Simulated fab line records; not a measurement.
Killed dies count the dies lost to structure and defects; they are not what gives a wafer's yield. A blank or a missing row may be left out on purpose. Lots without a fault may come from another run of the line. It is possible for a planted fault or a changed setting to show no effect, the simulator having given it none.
Matching of chambers || flow nand-harc || pecvd-03 running NHARC_A_CHANNEL_HOLE_D1_DEP_01: 3 sister chambers
The step deposits SiON, target thk 140 nm. 3 wafers are shown with their chamber, then 10 later ones without.

== WAFERS WITH THEIR CHAMBER ==
{"wafer": "L657.2", "chamber": 1, "showerhead-vpp-V (V)": 1077}
{"wafer": "L660.1", "chamber": 2, "showerhead-vpp-V (V)": 1177}
{"wafer": "L660.3", "chamber": 0, "showerhead-vpp-V (V)": 1212}

== WAFERS WITHOUT THEIR CHAMBER ==
{"wafer": "L660.4", "showerhead-vpp-V (V)": 1097}
{"wafer": "L664.2", "showerhead-vpp-V (V)": 1188}
{"wafer": "L664.4", "showerhead-vpp-V (V)": 1182}
{"wafer": "L664.5", "showerhead-vpp-V (V)": 1214}
{"wafer": "L666.3", "showerhead-vpp-V (V)": 1228}
{"wafer": "L666.5", "showerhead-vpp-V (V)": 1106}
{"wafer": "L666.6", "showerhead-vpp-V (V)": 1230}
{"wafer": "L667.1", "showerhead-vpp-V (V)": 1231}
{"wafer": "L667.3", "showerhead-vpp-V (V)": 1181}
{"wafer": "L667.4", "showerhead-vpp-V (V)": 1108}

== WHICH CHAMBER EACH ONE RAN IN ==
{"wafer": "L660.4", "from the rows above": 1, "in truth": 1}
{"wafer": "L664.2", "from the rows above": "can't be placed: 2 or 0", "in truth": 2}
{"wafer": "L664.4", "from the rows above": "can't be placed: 2 or 0", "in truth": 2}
{"wafer": "L664.5", "from the rows above": "can't be placed: 0 or 2", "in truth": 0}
{"wafer": "L666.3", "from the rows above": "can't be placed: 0 or 2", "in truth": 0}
{"wafer": "L666.5", "from the rows above": 1, "in truth": 1}
{"wafer": "L666.6", "from the rows above": "can't be placed: 0 or 2", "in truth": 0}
{"wafer": "L667.1", "from the rows above": "can't be placed: 0 or 2", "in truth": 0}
{"wafer": "L667.3", "from the rows above": "can't be placed: 2 or 0", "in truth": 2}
{"wafer": "L667.4", "from the rows above": 1, "in truth": 1}
Correct placement for 3 of the 10. Cannot be placed on the basis of these rows: 7; the candidates contain the true chamber in 7. Wrongly placed: 0.
How it was worked out, from the rows above alone: a wafer's distance from a chamber is the root of the sum, over the readings, of the square of ((its reading less the chamber's mean) divided by the reading's scatter). The wafer belongs to the nearest chamber; if the next one is less than 2 further off, it can't be placed. For every chamber, the mean is computed from those of its wafers that are shown. The scatter (one wafer shown for each chamber): square how far every hidden wafer sits from the nearest shown wafer, average those squares and take the square root.
